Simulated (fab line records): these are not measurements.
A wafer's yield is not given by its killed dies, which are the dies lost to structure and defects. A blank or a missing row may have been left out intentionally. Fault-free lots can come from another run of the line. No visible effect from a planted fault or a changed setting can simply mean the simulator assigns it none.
A lot that was struck, set against a sound lot + flow n5_finfet + 38 steps out of a route of 1938
Sound: wafers L371.1, L371.2, L371.6. Struck: wafer L373.1 (left out: L373.2, L373.6 of the same lot, which were not struck); the cause appears at the end.
At each step with rows: each side's tool, then ch and its chambers, then its first start. Under that, the readings that differ: sound wafers + struck wafers + difference of the means + sigmas: that difference in standard deviations of wafers without a fault.
alike: same words and numbers on both sides, and readings whose means sit less than 2 such deviations apart. not compared: any withheld reading, any reading some wafer has no value for, any bound like >300 that may hide the same value, and any number with overlapping values for which the record gives no deviation.
A row with sigmas, a row that says differs or no value, or rows on one side alone: a step with any of these is where the two part. Numbers that have no deviation but don't overlap get no sigmas and don't part them. A reading missing from all wafers of one side parts the sides only when that side holds two or more wafers.

first, 8 steps without rows for these wafers: N5_BEOL_M0_ECD_118 (material Cu, target thk 300 nm); N5_BEOL_M0_ANNEAL_119 (time 90 s); N5_BEOL_M0_CMP_120 (polishes, stops on SiOC, t overpolish 6.9 s); N5_BEOL_M0_PRE_CLEAN_131 (time 15 s); N5_BEOL_M0_CO_CAP_123 (material Co, precursor CCTBA/H2, target thk 2 nm, time 102.1 s); N5_BEOL_M0_PRE_CLEAN_124 (time 15 s); N5_BEOL_M0_DEP_125 (deposits SiCN from 3MS/NH3, target thk 8 nm, time 14 s); N5_BEOL_M1_ILD_DEP_00 (deposits SiOC from DEMS/O2, target thk 79 nm, time 15.3 s).
N5_BEOL_M1_PECVD_72: deposits SiO2 from TEOS/O2, target thk 16 nm, time 18 s.
  sound on pecvd-04 ch 0,1,2, day 7 21:16; struck on pecvd-02 ch 1, day 8 09:18
| reading                                    | sound          | struck | difference | sigmas |
|--------------------------------------------|----------------|--------|------------|--------|
| throttle_valve_pct (%)                     | 23.5 20.1 23.8 | 25.0   | +2.5       | +2     |
| model.SiO2_of_BEOL_M1_PECVD_72.thk_nm (nm) | 15.8 16 16     | 27.8   | +11.9      |        |
  alike: chamber_pressure_Torr, heater_power_w, showerhead_plenum_p_Torr
then, 25 steps without rows for these wafers: N5_BEOL_M1_HM_DEP_02 (deposits TiN, target thk 20 nm); N5_BEOL_M1_COAT_61 (time 60 s, resist thk 60 nm); N5_BEOL_M1_COAT_62 (time 60 s, resist thk 12 nm); N5_BEOL_M1_COAT_73 (time 60 s, resist thk 5 nm); N5_BEOL_M1_COAT_05 (resist thk 30 nm); N5_BEOL_M1_EBR_07; N5_BEOL_M1_SOFTBAKE_06 (time 60 s); N5_BEOL_M1_EXPOSE_08 (exposes mask M1); N5_BEOL_M1_PEB_09 (peb time 60 s); N5_BEOL_M1_DEVELOP_10 (develop time 30 s); N5_BEOL_M1_DESCUM_16 (chemistry O2, time 7 s); N5_BEOL_M1_ETCH_74 (etches underlayer in N2/H2, target depth 6.5 nm, time 5.2 s); N5_BEOL_M1_ETCH_63 (etches SiARC in CF4, target depth 15.6 nm, time 26 s); N5_BEOL_M1_ETCH_64 (etches SOC in N2/H2, target depth 75 nm, overetch 15 nm, time 112.5 s); N5_BEOL_M1_STRIP_65 (strips in N2/H2); N5_BEOL_M1_STRIP_75 (strips in N2/H2); N5_BEOL_M1_STRIP_66 (strips in CF4); N5_BEOL_M1_HM_OPEN_17 (chemistry Cl2/BCl3, target TiN, target depth 20 nm, overetch 6 nm); N5_BEOL_M1_STRIP_19 (strips in O2); N5_BEOL_M1_COAT_67 (time 60 s, resist thk 60 nm); N5_BEOL_M1_COAT_68 (time 60 s, resist thk 12 nm); N5_BEOL_M1_COAT_76 (time 60 s, resist thk 5 nm); N5_BEOL_M1_COAT_22 (resist thk 30 nm); N5_BEOL_M1_EBR_24; N5_BEOL_M1_SOFTBAKE_23 (time 60 s).
N5_BEOL_M1_HM_STRIP_39: strips TiN in peroxide tin strip, target depth 25 nm, time 158 s.
  sound on wet_bench-06 ch 1,2,4, day 8 02:50; struck on wet_bench-03 ch 4, day 8 23:28
| reading                                    | sound          | struck | difference | sigmas |
|--------------------------------------------|----------------|--------|------------|--------|
| model.SiO2_of_BEOL_M1_PECVD_72.thk_nm (nm) | 15.6 15.8 15.8 | 27.6   | +11.9      |        |
N5_BEOL_M1_CMP_52: polishes, stops on SiOC, t overpolish 6.8 s, target thk 40 nm.
  sound on cmp-04 ch 0,3, day 8 06:15; struck on cmp-04 ch 0, day 9 03:00
| reading                      | sound             | struck | difference | sigmas      |
|------------------------------|-------------------|--------|------------|-------------|
| barrier_field_endpoint_s (s) | 24.1 24.2 24.5    | 39.7   | +15.4      | +27         |
| motor_current_A (A)          | 7.9 5.4 5.5       | 7.7    | +1.4       | +2          |
| overpolish_run_s (s)         | 6.797 6.792 6.807 | 1.450  | -5.349     | -99 or more |
N5_BEOL_M4_RC_MEAS_101:
  sound on prober-02 ch 0, day 9 13:17; struck on prober-01 ch 0, day 10 09:34
| reading       | sound       | struck | difference | sigmas |
|---------------|-------------|--------|------------|--------|
| ION_N (uA/um) | 676 669 673 | 692    | +19        | +2     |
  alike: DIBL_N, DIBL_P, IOFF_N, IOFF_P, ION_P, SS_N, SS_P, VT_N, VT_P
-- here the record skips 5 days between the struck wafers' starts before and after, leaving off in module BEOL_M4 and picking up in module PASSIVATION (first step shown: number 1936 of the route) --
N5_PASSIVATION_PROBE_49:
  sound on prober-01 at day 13 18:38; struck on prober-01 at day 14 22:46
| reading                 | sound       | struck | difference | sigmas |
|-------------------------|-------------|--------|------------|--------|
| killed_at_M0_to_M3      | 58 46 39    | 23     | -25        | -2     |
| killed_open             | 81 75 71    | 47     | -29        | -2     |
| sort_bin_5_function (%) | 5.8 5.7 5.8 | 3.7    | -2.1       | -2     |
  alike: defect_limited_yield, killed_at_M4_up, killed_at_contacts, killed_at_front_end, killed_at_other, killed_dies, killed_on_rim, killed_short, sort_bin_6_memory, sort_n_pass, sort_yield_pct

## WHERE THEY PART
Last at N5_PASSIVATION_PROBE_49 as far as this record goes, first at N5_BEOL_M1_PECVD_72.

WHY: whatever the simulator had introduced
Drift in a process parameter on pecvd-02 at N5_BEOL_M1_PECVD_72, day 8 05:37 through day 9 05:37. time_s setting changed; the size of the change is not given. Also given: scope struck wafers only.
